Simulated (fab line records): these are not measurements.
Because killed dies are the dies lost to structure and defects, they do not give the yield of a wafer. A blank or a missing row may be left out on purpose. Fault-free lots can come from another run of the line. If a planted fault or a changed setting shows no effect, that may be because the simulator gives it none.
Code-filled problem report in 8D (eight disciplines) form + flow n5Finfet + the parts of the form that need people (team, actions taken, sign-off) are left out

== 1. PROBLEM STATEMENT ==
timeToEndpointS at N5_BEOL_M10_CMP_52 reads a mean of 92 s on 2 wafers of 2 lots; wafers without a fault read 66 s with a standard deviation of 3.1. That puts it +8.2 standard deviations away from the usual mean.
The step: polishes, stops on SiCOH lowk, t overpolish 7 s, target thk 140 nm.
Seen first at day 15 14:58 on cmp-03, wafer L274.5. Wafers with a number at this step in the record: 29, from 11 lots. By rule, "out" or "out of limits" means more than 4 standard deviations away from the usual mean. Any other wafer with a number is counted as sound.

== 2. WHAT IT IS, AND WHAT IT ISN'T ==
| question                    | is                | is not                                                              |
|-----------------------------|-------------------|---------------------------------------------------------------------|
| which readings at this step | timeToEndpointS   | motorCurrentA, platenRpm                                            |
| which lots                  | L274, L277        | L256, L258, L259, L260, L262, L264, L265, L267, L268                |
| which wafers of those lots  | L274.5, L277.4    | L274.3, L277.2, L277.6                                              |
| read on which tools         | cmp-03, cmp-04    | cmp-01                                                              |
| when                        | from day 15 14:58 | up to then (25 sound wafers); but 2 sound wafers of L277 came after |

== 3. SUSPECTS, AND WHAT RULES EACH OUT ==
Counting: any tool at a process step up to the reading remains a suspect provided it ran every lot that is out. Sound lots after the first of them don't rule it out here, since some wafers of a struck lot are sound.
- ecdCu-01 at N5_BEOL_M10_ECD_50 (material Cu, target thk 318 nm): kept. Every lot that is out went through it, the first being L274 (day 15 14:28); the last sound lot it ran before that was L268 (day 13 09:47).
Remaining after the count: ecdCu-01 at N5_BEOL_M10_ECD_50.

== 4. THE CAUSE (what the simulator had put in) ==
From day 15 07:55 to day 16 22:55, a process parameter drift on ecdCu-01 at N5_BEOL_M10_ECD_50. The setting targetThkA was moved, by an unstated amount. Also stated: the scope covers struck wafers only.
The count eliminated every tool but this one.

== 5. SEQUENCE OF EFFECTS, ordered by route ==
Each row: a reading whose mean over the struck wafers that have a number lies more than 3 standard deviations from the usual. Only readings whose record carries a usual standard deviation are examined. hours: median over the lots of the time between each lot's start at the first step of this table that gives one and its start at this step. sigmas: the change, counted in usual standard deviations.
| hours | step               | reading         | usual | on struck wafers | change | sigmas |
|-------|--------------------|-----------------|-------|------------------|--------|--------|
| 0     | N5_BEOL_M10_CMP_52 | timeToEndpointS | 66 s  | 92               | +26    | +8.2   |
It contains these process steps:
- N5_BEOL_M10_CMP_52: polishes, stops on SiCOH lowk, t overpolish 7 s, target thk 140 nm.
Later steps that measure or inspect, where all struck wafers having a row at the step show a number for every such reading and not one has moved that far: N5_BEOL_M10_THK_MEAS_53.

== 6. WHAT WOULD HAVE CAUGHT IT SOONER ==
In this record the first reading out of limits was taken at day 15 14:58, 7 hours after the fault began at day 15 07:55.
L277, from the lots that are out (2), started N5_BEOL_M10_ECD_50 on ecdCu-01 later than day 15 14:58. Putting the tool on hold at that point would have spared it.
